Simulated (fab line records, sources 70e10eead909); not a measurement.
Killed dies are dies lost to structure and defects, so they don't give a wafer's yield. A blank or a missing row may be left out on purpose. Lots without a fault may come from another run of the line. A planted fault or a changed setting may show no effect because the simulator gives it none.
Chamber matching | flow nand_harc | NHARC_P_M2_ETCH_35 on rie_diel-12: 4 sister chambers
The step etches the open film in N2/H2, target depth 40 nm, overetch 12 nm, time 43.94 s. 7 wafers are shown with their chamber, then 7 later ones without.

WAFERS WITH THEIR CHAMBER
wafer  | chamber | drypump_motor_current_A (A) | showerhead_plenum_p_Torr (Torr)
L166.5 | 3       | 5.83                        | 2.05
L168.5 | 3       | 5.82                        | 2.05
L175.2 | 1       | 5.94                        | 2.09
L175.4 | 0       | 5.39                        | 2.00
L175.6 | 2       | 5.52                        | 1.90
L176.1 | 2       | 5.52                        | 1.90
L176.2 | 1       | 5.93                        | 2.08

WAFERS WITHOUT THEIR CHAMBER
wafer  | drypump_motor_current_A (A) | showerhead_plenum_p_Torr (Torr)
L176.4 | 5.40                        | 2.00
L179.1 | 5.95                        | 2.08
L179.2 | 5.41                        | 2.00
L179.6 | 5.54                        | 1.90
L186.1 | 5.83                        | 2.05
L186.2 | 5.95                        | 2.08
L186.5 | 5.96                        | 2.08

WHICH CHAMBER EACH WENT THROUGH
wafer  | from the rows above | in truth
L176.4 | 0                   | 0
L179.1 | 1                   | 1
L179.2 | 0                   | 0
L179.6 | 2                   | 2
L186.1 | 3                   | 3
L186.2 | 1                   | 1
L186.5 | 1                   | 1
Placed correctly: 7 of 7. Can't be placed from these rows: 0. Placed wrongly: 0.
How it was worked out, from the rows above alone: a wafer's distance from a chamber is the root of the sum, over the readings, of the square of ((its reading less the chamber's mean) divided by the reading's scatter). The wafer belongs to the nearest chamber; if the next one is less than 2 further off, it can't be placed. A chamber's mean is the mean of its shown wafers. The scatter: the root of (the sum of the squares of (reading less its chamber's mean) over the shown wafers, divided by (wafers less chambers)).
